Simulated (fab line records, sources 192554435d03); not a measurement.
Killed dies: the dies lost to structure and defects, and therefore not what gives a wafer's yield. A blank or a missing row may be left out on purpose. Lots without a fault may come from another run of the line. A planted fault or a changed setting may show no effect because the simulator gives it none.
fab line records	flow n5_finfet
[record] lots = 7	wafers = 21	last_day = 18
route steps=1938 shown BEOL_M4@1078 PASSIVATION@1936
lots with no fault: from the same line, run without faults
start_h: hours from the record's opening day to when the first of the lot's shown wafers began	wait_h: hours from the lot's prior step to this one	" same as the row above	L1.1+2: several wafers, shown together as one row	- no value, or no start given	* or withheld: withheld	< > ~ a bound
route shown NAME@n: a module of which the file shows steps, and the number in the route of the first	usual: the fault-free wafers' mean and standard deviation	same: alike in all rows	chamber/n: place in a boat	sites: each site's reading	_std_site: standard deviation of those values	_edge_site: outer sites' mean less inner sites'	radius_mm: how far each site lies from the wafer's centre	mask NAME#n: copy n	behind: the most recent tool/chamber to have shaped the wafer	hold: the reason the lot was held/the length of the hold in hours/how it ended	device: transistor that didn't switch, given as n, p or np	end of line: the route-end tests of the same wafers	a step without rows: its recipe alone	killed: not the wafer's yield, but the dies lost to structure and defects at the first sort	map: a wafer's dies, x killed, . not, _ none there
set.NAME: the setting as run; set.NAME@STEP: as run at that earlier step	model.NAME: the simulator's own value behind a step, which no gauge read
a table for each step, a row for each wafer; lots at some steps of the route
services: the hour from which a tool's chamber was out of use, counted from the record's first day as start_h (under 0 if before that day), plus the number of hours and why
[[steps]]
[step N5_BEOL_M4_CD_MEAS_35]
[recipe] target_cd_nm = 18	target_cd_y_nm = 22.4	polarity = opening
[usual] cd_nm = 18.0/0.31
lot.wafer	tool	chamber	start_h	wait_h	cd_nm
L872.2	cd_sem-02	-	160.40	0.0	17.9
L872.3	"	-	"	"	17.7
L872.6	"	-	"	"	17.7
L880.2	cd_sem-03	-	209.48	0.0	17.9
L880.3	"	-	"	"	17.6
L880.4	"	-	"	"	17.7
L887.4	cd_sem-03	-	246.19	0.0	18.0
L887.5	"	-	"	"	17.8
L887.6	"	-	"	"	17.4
L885.1	cd_sem-01	-	246.23	0.0	18.7
L885.3	"	-	"	"	18.4
L885.5	"	-	"	"	18.5
L886.2	cd_sem-03	-	254.78	0.0	18.4
L886.4	"	-	"	"	18.3
L886.6	"	-	"	"	18.3
L890.1	cd_sem-01	-	276.46	0.0	18.1
L890.3	"	-	"	"	18.2
L890.5	"	-	"	"	18.5
L895.1	cd_sem-03	-	299.96	0.0	18.1
L895.4	"	-	"	"	17.5
L895.6	"	-	"	"	18.2
[step N5_BEOL_M4_DEGAS_44]
[recipe] ambient = vacuum	temp_c = 250	time_s = 60
[usual] heater_power_w = 328/31
[same] time_s = 60
lot.wafer	tool	chamber	start_h	wait_h	heater_power_w
L872.2	pvd_sputter-02	-	160.71	0.3	292
L872.3	"	-	"	"	307
L872.6	"	-	"	"	305
L880.2	pvd_sputter-02	-	209.56	0.1	307
L880.3	"	-	"	"	331
L880.4	"	-	"	"	291
L887.4	pvd_sputter-01	-	246.87	0.7	299
L887.5	"	-	"	"	291
L887.6	"	-	"	"	323
L885.1	pvd_sputter-01	-	247.03	0.8	349
L885.3	"	-	"	"	296
L885.5	"	-	"	"	336
L886.2	pvd_sputter-01	-	255.30	0.5	317
L886.4	"	-	"	"	343
L886.6	"	-	"	"	289
L890.1	pvd_sputter-03	-	276.71	0.2	338
L890.3	"	-	"	"	403
L890.5	"	-	"	"	293
L895.1	pvd_sputter-03	-	300.14	0.2	294
L895.4	"	-	"	"	395
L895.6	"	-	"	"	302
[step N5_BEOL_M4_PRE_CLEAN_45]
[recipe] gas = H2/He	time_s = 30	temp_c = 250
[step N5_BEOL_M4_ALD_84]
[recipe] material = TaN	target_thk_a = *	temp_c = 275	ald_precursor_family = PDMAT	ald_co_reactant = NH3	pressure_torr = 3	carrier_flow_sccm = 1500	pulse_time_s = 2	purge_time_s = 3	co_reactant_purge_time_s = 2	co_reactant_pulse_time_s = 3	ald_cycles = 30	precursor_vessel_temp_c = 75	precursor_vessel_pressure_torr = 26.25	precursor_vessel_carrier_sccm = 1000
[step N5_BEOL_M4_SURFACE_TREAT_85]
[recipe] gas = Ar	time_s = *	ion_energy_ev = *	ion_current_ma_cm2 = 0.5	pressure_mtorr = *	ar_flow_sccm = 30
[usual] throttle_valve_pct = *
[same] time_s = *
lot.wafer	tool	chamber	start_h	wait_h	throttle_valve_pct
L872.2	pvd_sputter-03	-	161.18	0.3	*
L872.3	"	-	"	"	*
L872.6	"	-	"	"	*
L880.2	pvd_sputter-01	-	209.95	0.2	*
L880.3	"	-	"	"	*
L880.4	"	-	"	"	*
L887.4	pvd_sputter-02	-	247.35	0.3	*
L887.5	"	-	"	"	*
L887.6	"	-	"	"	*
L885.1	pvd_sputter-02	-	247.51	0.3	*
L885.3	"	-	"	"	*
L885.5	"	-	"	"	*
L886.2	pvd_sputter-02	-	255.65	0.1	*
L886.4	"	-	"	"	*
L886.6	"	-	"	"	*
L890.1	pvd_sputter-01	-	277.11	0.2	*
L890.3	"	-	"	"	*
L890.5	"	-	"	"	*
L895.1	pvd_sputter-02	-	300.50	0.2	*
L895.4	"	-	"	"	*
L895.6	"	-	"	"	*
[step N5_BEOL_M4_CVD_47]
[recipe] material = Co	target_thk_a = 30	temp_c = withheld	precursor = CCTBA/H2	pressure_torr = 30	time_s = 223.8
[step N5_BEOL_M4_SPUTTER_48]
[recipe] material = Cu	target_thk_a = 45	temp_c = -20	chamber_pressure_pa = 0.07	power_w = withheld	time_s = 8.29
[step N5_BEOL_M4_ANNEAL_49]
[recipe] temp_c = 400	time_s = 240	ambient = vacuum
[step N5_BEOL_M4_SPUTTER_79]
[recipe] material = Cu	target_thk_a = 45	temp_c = -20	chamber_pressure_pa = 0.07	power_w = withheld	time_s = 8.29
[step N5_BEOL_M4_ANNEAL_80]
[recipe] temp_c = 400	time_s = 240	ambient = vacuum
[usual] heater_power_w = 823/85
[same] time_s = 240
lot.wafer	tool	chamber	start_h	wait_h	heater_power_w
L872.2	pvd_sputter-02	-	161.99	0.0	750
L872.3	"	-	"	"	828
L872.6	"	-	"	"	761
L880.2	pvd_sputter-01	-	210.48	0.0	750
L880.3	"	-	"	"	847
L880.4	"	-	"	"	831
L887.4	pvd_sputter-02	-	247.97	0.0	758
L887.5	"	-	"	"	751
L887.6	"	-	"	"	759
L885.1	pvd_sputter-01	-	248.08	0.0	841
L885.3	"	-	"	"	724
L885.5	"	-	"	"	818
L886.2	pvd_sputter-02	-	256.21	0.0	916
L886.4	"	-	"	"	775
L886.6	"	-	"	"	905
L890.1	pvd_sputter-02	-	277.63	0.0	769
L890.3	"	-	"	"	912
L890.5	"	-	"	"	848
L895.1	pvd_sputter-02	-	301.06	0.0	715
L895.4	"	-	"	"	756
L895.6	"	-	"	"	759
[step N5_BEOL_M4_SPUTTER_81]
[recipe] material = Cu	target_thk_a = 45	temp_c = -20	chamber_pressure_pa = 0.07	power_w = withheld	time_s = 8.29
[step N5_BEOL_M4_ANNEAL_82]
[recipe] temp_c = 400	time_s = 240	ambient = vacuum
[usual] heater_power_w = 822/84
[same] time_s = 240
lot.wafer	tool	chamber	start_h	wait_h	heater_power_w
L872.2	pvd_sputter-02	-	162.21	0.0	741
L872.3	"	-	"	"	829
L872.6	"	-	"	"	761
L880.2	pvd_sputter-01	-	210.70	0.0	726
L880.3	"	-	"	"	873
L880.4	"	-	"	"	847
L887.4	pvd_sputter-02	-	248.19	0.0	762
L887.5	"	-	"	"	736
L887.6	"	-	"	"	753
L885.1	pvd_sputter-01	-	248.30	0.0	879
L885.3	"	-	"	"	745
L885.5	"	-	"	"	821
L886.2	pvd_sputter-02	-	256.43	0.0	940
L886.4	"	-	"	"	757
L886.6	"	-	"	"	892
L890.1	pvd_sputter-02	-	277.85	0.0	749
L890.3	"	-	"	"	910
L890.5	"	-	"	"	818
L895.1	pvd_sputter-02	-	301.28	0.0	726
L895.4	"	-	"	"	768
L895.6	"	-	"	"	759
[step N5_BEOL_M4_SPUTTER_86]
[recipe] material = Cu	target_thk_a = 45	temp_c = -20	chamber_pressure_pa = 0.07	power_w = withheld	time_s = 8.29
[usual] chamber_pressure_pa = 0.07/0.00013	chuck_gas_flow_sccm = 1.26/0.053	throttle_valve_pct = 29.6/1.2	time_s = 8.29/0
lot.wafer	tool	chamber	start_h	wait_h	chamber_pressure_pa	chuck_gas_flow_sccm	throttle_valve_pct	time_s
L872.2	pvd_sputter-02	-	162.35	0.1	0.07012	1.23	29.8	8.29
L872.3	"	-	"	"	0.06988	1.26	31.1	8.29
L872.6	"	-	"	"	0.07031	1.32	29.7	8.29
L880.2	pvd_sputter-01	-	210.84	0.1	0.06997	1.33	31.3	8.29
L880.3	"	-	"	"	0.07011	1.24	29.9	8.29
L880.4	"	-	"	"	0.07004	1.29	29.3	8.29
L887.4	pvd_sputter-02	-	248.33	0.1	-	-	-	-
L887.5	"	-	"	"	-	-	-	-
L887.6	"	-	"	"	-	-	-	-
L885.1	pvd_sputter-01	-	248.44	0.1	-	-	-	-
L885.3	"	-	"	"	-	-	-	-
L885.5	"	-	"	"	-	-	-	-
L886.2	pvd_sputter-02	-	256.57	0.1	-	-	-	-
L886.4	"	-	"	"	-	-	-	-
L886.6	"	-	"	"	-	-	-	-
L890.1	pvd_sputter-02	-	277.99	0.1	0.06977	1.30	29.6	8.29
L890.3	"	-	"	"	0.07002	1.30	27.4	8.29
L890.5	"	-	"	"	0.06996	1.24	31.2	8.29
L895.1	pvd_sputter-02	-	301.42	0.1	0.07024	1.33	30.0	8.29
L895.4	"	-	"	"	0.07	1.21	29.6	8.29
L895.6	"	-	"	"	0.06985	1.31	29.5	8.29
[step N5_BEOL_M4_ANNEAL_87]
[recipe] temp_c = 400	time_s = 240	ambient = vacuum
[usual] heater_power_w = 822/85
[same] time_s = 240
lot.wafer	tool	chamber	start_h	wait_h	heater_power_w
L872.2	pvd_sputter-02	-	162.43	0.0	755
L872.3	"	-	"	"	821
L872.6	"	-	"	"	758
L880.2	pvd_sputter-01	-	210.92	0.0	731
L880.3	"	-	"	"	853
L880.4	"	-	"	"	818
L887.4	pvd_sputter-02	-	248.41	0.0	759
L887.5	"	-	"	"	742
L887.6	"	-	"	"	780
L885.1	pvd_sputter-01	-	248.52	0.0	864
L885.3	"	-	"	"	728
L885.5	"	-	"	"	808
L886.2	pvd_sputter-02	-	256.65	0.0	924
L886.4	"	-	"	"	770
L886.6	"	-	"	"	903
L890.1	pvd_sputter-02	-	278.07	0.0	760
L890.3	"	-	"	"	913
L890.5	"	-	"	"	822
L895.1	pvd_sputter-02	-	301.50	0.0	761
L895.4	"	-	"	"	746
L895.6	"	-	"	"	770
[step N5_BEOL_M4_RC_MEAS_101]
[usual] DIBL_N = 36.5/1.4	DIBL_P = 36.9/1.7	IOFF_N = 0.163/0.023	IOFF_P = 0.22/0.032	ION_N = 673/9	ION_P = 462/7.5	SS_N = 71.6/0.54	SS_P = 73.4/0.62	VT_N = 249.8/2.8	VT_P = -250/3.5
lot.wafer	tool	chamber	start_h	wait_h	DIBL_N[mV/V]	DIBL_P[mV/V]	IOFF_N[nA/um]	IOFF_P[nA/um]	ION_N[uA/um]	ION_P[uA/um]	SS_N[mV/dec]	SS_P[mV/dec]	VT_N[mV]	VT_P[mV]
L872.2	prober-02	0	164.97	0.2	35.9	35.1	0.156	0.18	663	451	71.7	72.9	250.4	-252
L872.3	"	0	"	"	37.0	37.3	0.178	0.21	675	459	71.8	73.5	250.0	-251
L872.6	"	0	"	"	34.3	34.1	0.133	0.17	666	458	71.4	72.7	249.7	-252
L880.2	prober-01	0	213.27	0.2	34.3	35.5	0.149	0.22	677	468	72.3	73.1	248.2	-249
L880.3	"	0	"	"	35.8	37.1	0.162	0.24	670	465	71.9	73.6	251.1	-247
L880.4	"	0	"	"	35.5	36.8	0.170	0.24	676	467	72.5	73.2	248.0	-249
L885.1	prober-02	0	250.63	0.0	38.9	37.8	0.198	0.22	680	460	72.1	74.2	246.4	-250
L885.3	"	0	"	"	37.4	35.6	0.162	0.19	681	453	71.9	73.0	250.4	-253
L885.5	"	0	"	"	37.7	36.0	0.162	0.19	662	453	71.2	73.7	251.5	-254
L887.4	prober-01	0	251.01	0.5	36.0	36.3	0.151	0.20	684	466	71.3	73.4	250.4	-251
L887.5	"	0	"	"	37.1	37.4	0.179	0.22	689	470	71.8	73.4	247.2	-250
L887.6	"	0	"	"	37.4	38.5	0.187	0.25	678	468	71.8	74.0	247.0	-248
L886.2	prober-02	0	258.94	0.2	37.3	38.2	0.175	0.24	669	470	71.9	73.6	250.3	-247
L886.4	"	0	"	"	39.0	40.7	0.220	0.30	691	478	71.2	74.4	243.9	-245
L886.6	"	0	"	"	37.0	38.4	0.173	0.25	680	471	71.3	73.1	249.1	-246
L890.1	prober-01	0	280.47	0.0	38.4	39.5	0.175	0.22	669	457	71.6	73.4	250.4	-252
L890.3	"	0	"	"	37.9	38.7	0.160	0.21	679	459	71.1	74.2	252.6	-254
L890.5	"	0	"	"	38.2	38.7	0.171	0.20	676	460	71.0	73.8	251.4	-254
L895.1	prober-02	0	303.67	0.0	36.8	35.8	0.174	0.24	670	468	71.3	73.7	247.3	-249
L895.4	"	0	"	"	36.5	34.9	0.172	0.23	662	455	72.4	73.5	248.9	-249
L895.6	"	0	"	"	35.4	34.1	0.147	0.22	671	462	71.2	72.8	249.3	-249
[step N5_PASSIVATION_PROBE_49]
[usual] defect_limited_yield = 91.2/1.4	killed_at_M0_to_M3 = 35/11	killed_at_M4_up = 12/4.2	killed_at_contacts = 13/5.6	killed_at_front_end = 40/12	killed_at_other = 3.3/2.6	killed_dies = 103/17	killed_on_rim = 14/4.5	killed_open = 68/12	killed_short = 34/7.6	sort_bin_5_function = 5.1/0.95	sort_bin_6_memory = 3.3/0.68	sort_n_pass = 1077/17	sort_yield_pct = 91.2/1.4
[same] gross_dies = 1180	killed_at_back_side = 0	sort_bin_4_leakage[%] = 0	sort_bin_8_speed[%] = 0
lot.wafer	tool	chamber	start_h	wait_h	defect_limited_yield[%]	killed_at_M0_to_M3	killed_at_M4_up	killed_at_contacts	killed_at_front_end	killed_at_other	killed_dies	killed_on_rim	killed_open	killed_short	sort_bin_5_function[%]	sort_bin_6_memory[%]	sort_n_pass	sort_yield_pct[%]
L872.2	prober-02	-	274.07	0.1	91.5	32	7	14	33	14	100	12	65	35	4.3	3.8	1080	91.5
L872.3	prober-02	-	274.12	0.1	93.3	18	8	9	40	4	79	10	52	27	4.3	2.1	1101	93.3
L872.6	prober-02	-	274.27	0.3	88.8	36	13	25	52	6	132	19	85	46	6.6	4.3	1048	88.8
L880.2	prober-01	-	319.40	0.1	94.2	20	12	12	21	3	68	16	42	25	3.3	2.2	1112	94.2
L880.3	prober-01	-	319.45	0.1	91.4	35	10	12	44	1	102	17	63	39	5.3	3.1	1078	91.4
L880.4	prober-01	-	319.50	0.2	90.6	52	3	6	50	0	111	8	72	39	4.7	4.4	1069	90.6
L887.4	prober-01	-	349.28	0.2	90.0	28	13	20	53	4	118	18	76	37	6.1	3.6	1062	90.0
L887.5	prober-01	-	349.33	0.2	91.2	33	18	14	36	3	104	17	74	25	5.3	3.2	1076	91.2
L887.6	prober-01	-	349.38	0.3	89.7	59	20	4	36	3	122	12	60	52	5.1	4.3	1058	89.7
L885.1	prober-01	-	351.40	0.3	87.7	53	20	21	44	7	145	19	91	50	7.5	4.4	1035	87.7
L885.3	prober-01	-	351.50	0.4	92.1	31	20	13	27	2	93	13	55	33	4.7	3.1	1087	92.1
L885.5	prober-01	-	351.60	0.5	92.5	33	16	13	25	1	88	10	54	27	4.1	3.1	1092	92.5
L886.2	prober-02	-	355.80	0.1	92.0	26	14	15	38	1	94	14	63	25	5.5	2.3	1086	92.0
L886.4	prober-02	-	355.90	0.2	90.0	21	20	16	61	0	118	13	78	31	5.6	4.2	1062	90.0
L886.6	prober-02	-	356.00	0.3	89.7	33	14	18	52	4	121	20	77	39	6.3	3.4	1059	89.7
L890.1	prober-01	-	379.25	0.0	92.2	43	16	4	23	6	92	15	59	32	4.4	3.1	1088	92.2
L890.3	prober-01	-	379.35	0.1	91.4	29	16	8	45	3	101	13	71	29	5.5	2.8	1079	91.4
L890.5	prober-01	-	379.45	0.2	91.4	29	12	7	51	2	101	7	76	23	5.5	3.0	1079	91.4
L895.1	prober-02	-	426.85	0.0	92.0	34	15	11	31	3	94	8	55	38	4.1	3.1	1086	92.0
L895.4	prober-02	-	427.00	0.2	91.1	25	9	5	65	1	105	14	67	38	5.0	3.4	1075	91.1
L895.6	prober-02	-	427.10	0.3	92.0	22	18	7	44	3	94	6	65	28	5.0	2.8	1086	92.0
// killed by level:class
L872.2 MOL_CONTACT_COAG:geometric_particle:open=12 BEOL_M0_SAQP:geometric_particle:open=7 BEOL_M2:geometric_particle:open=6 STI_FIN_REVEAL:geometric_particle:open=5 DUMMY_GATE:geometric_particle:open=5 GATE_CUT:geometric_particle:short=5 BEOL_M1:geometric_particle:open=5 MIM_TOP_ETCH:geometric_particle:open=5
L872.3 STI_FIN_REVEAL:geometric_particle:open=11 FIN_SAQP:geometric_particle:open=5 MOL_CONTACT_COAG:geometric_particle:open=5 BEOL_M2:geometric_particle:open=5 BEOL_M1:geometric_particle:open=4 GATE_CUT:geometric_particle:open=4 MOL_CONTACT_COAG:geometric_particle:short=4 BEOL_M4:geometric_particle:open=4
L872.6 MOL_CONTACT_COAG:geometric_particle:open=20 STI_FIN_REVEAL:geometric_particle:open=18 BEOL_M2:geometric_particle:open=9 FIN_SAQP:geometric_particle:open=8 BEOL_M1:geometric_particle:open=8 GATE_CUT:geometric_particle:short=5 MOL_CONTACT_COAG:geometric_particle:short=5 BEOL_M3:geometric_particle:open=5
L880.2 MOL_CONTACT_COAG:geometric_particle:open=11 DUMMY_GATE:geometric_particle:open=5 BEOL_M0_SAQP:geometric_particle:short=5 STI_FIN_REVEAL:geometric_particle:open=4 BEOL_M0_SAQP:geometric_particle:open=4 FIN_SAQP:geometric_particle:short=3 BEOL_M4:geometric_particle:short=3 BEOL_M2:geometric_particle:open=2
L880.3 BEOL_M1:geometric_particle:short=12 MOL_CONTACT_COAG:geometric_particle:open=11 STI_FIN_REVEAL:geometric_particle:open=8 GATE_CUT:geometric_particle:short=6 BEOL_M0_SAQP:geometric_particle:open=6 DUMMY_GATE:geometric_particle:open=5 BEOL_M3:geometric_particle:open=5 BEOL_M4:geometric_particle:open=5
L880.4 BEOL_M3:geometric_particle:open=15 FIN_SAQP:geometric_particle:open=13 STI_FIN_REVEAL:geometric_particle:open=11 FIN_SAQP:geometric_particle:short=10 BEOL_M0_SAQP:geometric_particle:open=10 BEOL_M0_SAQP:geometric_particle:short=7 BEOL_M1:geometric_particle:open=6 BEOL_M3:geometric_particle:short=5
L887.4 MOL_CONTACT_COAG:geometric_particle:open=15 STI_FIN_REVEAL:geometric_particle:open=11 FIN_SAQP:geometric_particle:open=8 BEOL_M3:geometric_particle:open=7 MOL_CONTACT_COAG:geometric_particle:short=5 BEOL_M2:geometric_particle:open=5 BEOL_M4:interface_void_opened=5 FIN_CUT:geometric_particle:short=4
L887.5 MOL_CONTACT_COAG:geometric_particle:open=11 FIN_SAQP:geometric_particle:open=10 BEOL_M1:geometric_particle:open=10 BEOL_M0_SAQP:geometric_particle:open=8 BEOL_M3:geometric_particle:open=5 BEOL_M4:geometric_particle:open=5 STI_FIN_REVEAL:geometric_particle:open=4 BEOL_M2:geometric_particle:open=4
L887.6 BEOL_M0_SAQP:geometric_particle:short=19 BEOL_M1:geometric_particle:open=11 BEOL_M0_SAQP:geometric_particle:open=9 BEOL_M4:interface_void_opened=8 STI_FIN_REVEAL:geometric_particle:open=7 BEOL_M4:geometric_particle:open=7 FIN_SAQP:geometric_particle:short=6 BEOL_M1:geometric_particle:short=6
L885.1 BEOL_M0_SAQP:geometric_particle:short=18 MOL_CONTACT_COAG:geometric_particle:open=16 BEOL_M0_SAQP:geometric_particle:open=16 FIN_SAQP:geometric_particle:open=14 FIN_SAQP:geometric_particle:short=13 BEOL_M4:geometric_particle:open=10 STI_FIN_REVEAL:geometric_particle:open=6 BEOL_M3:geometric_particle:open=6
L885.3 BEOL_M4:geometric_particle:open=11 MOL_CONTACT_COAG:geometric_particle:open=10 BEOL_M0_SAQP:geometric_particle:open=8 BEOL_M0_SAQP:geometric_particle:short=7 BEOL_M2:geometric_particle:open=7 STI_FIN_REVEAL:geometric_particle:open=6 STARTING-WAFER:geometric_particle:short=5 BEOL_M4:interface_void_opened=5
L885.5 MOL_CONTACT_COAG:geometric_particle:open=10 BEOL_M0_SAQP:geometric_particle:open=10 BEOL_M2:geometric_particle:open=8 BEOL_M0_SAQP:geometric_particle:short=6 BEOL_M4:interface_void_opened=6 BEOL_M4:geometric_particle:open=4 MOL_CONTACT_COAG:geometric_particle:short=3 BEOL_M2:geometric_particle:short=3
L886.2 MOL_CONTACT_COAG:geometric_particle:open=15 BEOL_M0_SAQP:geometric_particle:open=8 FIN_SAQP:geometric_particle:open=7 STI_FIN_REVEAL:geometric_particle:open=7 BEOL_M2:geometric_particle:open=7 BEOL_M4:interface_void_opened=5 FIN_SAQP:geometric_particle:short=4 GATE_CUT:geometric_particle:short=4
L886.4 FIN_SAQP:geometric_particle:open=17 MOL_CONTACT_COAG:geometric_particle:open=13 STI_FIN_REVEAL:geometric_particle:open=11 BEOL_M1:geometric_particle:open=7 FIN_SAQP:geometric_particle:short=6 BEOL_M4:interface_void_opened=6 GATE_CUT:geometric_particle:short=5 BEOL_M2:geometric_particle:open=5
L886.6 MOL_CONTACT_COAG:geometric_particle:open=16 FIN_SAQP:geometric_particle:open=14 BEOL_M0_SAQP:geometric_particle:open=10 FIN_SAQP:geometric_particle:short=9 BEOL_M0_SAQP:geometric_particle:short=7 BEOL_M2:geometric_particle:open=7 STI_FIN_REVEAL:geometric_particle:open=5 BEOL_M1:geometric_particle:open=5
L890.1 BEOL_M0_SAQP:geometric_particle:open=15 BEOL_M0_SAQP:geometric_particle:short=14 STI_FIN_REVEAL:geometric_particle:open=8 BEOL_M4:geometric_particle:open=8 BEOL_M3:geometric_particle:open=5 STARTING-WAFER:geometric_particle:open=4 FIN_SAQP:geometric_particle:short=3 MOL_CONTACT_COAG:geometric_particle:open=3
L890.3 STI_FIN_REVEAL:geometric_particle:open=17 DUMMY_GATE:geometric_particle:open=8 BEOL_M2:geometric_particle:open=8 MOL_CONTACT_COAG:geometric_particle:open=7 BEOL_M1:geometric_particle:open=6 BEOL_M3:geometric_particle:open=6 STI_FIN_REVEAL:geometric_particle:short=4 GATE_CUT:geometric_particle:short=4
L890.5 STI_FIN_REVEAL:geometric_particle:open=16 BEOL_M2:geometric_particle:open=10 FIN_SAQP:geometric_particle:open=6 DUMMY_GATE:geometric_particle:open=6 GATE_CUT:geometric_particle:short=6 MOL_CONTACT_COAG:geometric_particle:open=6 BEOL_M1:geometric_particle:open=6 BEOL_M3:geometric_particle:open=5
L895.1 BEOL_M0_SAQP:geometric_particle:short=11 MOL_CONTACT_COAG:geometric_particle:open=8 BEOL_M0_SAQP:geometric_particle:open=8 STI_FIN_REVEAL:geometric_particle:open=6 GATE_CUT:geometric_particle:short=6 BEOL_M1:geometric_particle:open=5 BEOL_M2:geometric_particle:open=5 BEOL_M4:geometric_particle:open=5
L895.4 STI_FIN_REVEAL:geometric_particle:open=32 BEOL_M0_SAQP:geometric_particle:short=11 STI_FIN_REVEAL:geometric_particle:short=10 FIN_SAQP:geometric_particle:short=5 FIN_SAQP:geometric_particle:open=4 MOL_CONTACT_COAG:geometric_particle:open=4 BEOL_M2:geometric_particle:open=4 BEOL_M0_SAQP:geometric_particle:open=3
L895.6 STI_FIN_REVEAL:geometric_particle:open=11 FIN_SAQP:geometric_particle:short=9 FIN_SAQP:geometric_particle:open=7 MOL_CONTACT_COAG:geometric_particle:open=7 BEOL_M8:geometric_particle:open=7 BEOL_M0_SAQP:geometric_particle:open=6 STI_FIN_REVEAL:geometric_particle:short=5 BEOL_M1:geometric_particle:open=4
[[services]]
tool	chamber	start_h	hours	kind
pvd_sputter-01	-	281.97	1.4	repair
[[key]]
[first_sign] step = N5_BEOL_M4_SPUTTER_86	reading = tool_record	direction = missing
effect none on later readings
met_at N5_BEOL_M4_SPUTTER_86
struck_wafers L885.1,L885.3,L885.5,L886.2,L886.4,L886.6,L887.4,L887.5,L887.6
onset_between 210.84 248.33
[fault] kind = skipped_step_whole	tool = pvd_sputter-01,pvd_sputter-02	chamber = -	onset_h = 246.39	steps = N5_BEOL_M4_SPUTTER_86	scope = struck_lots_only
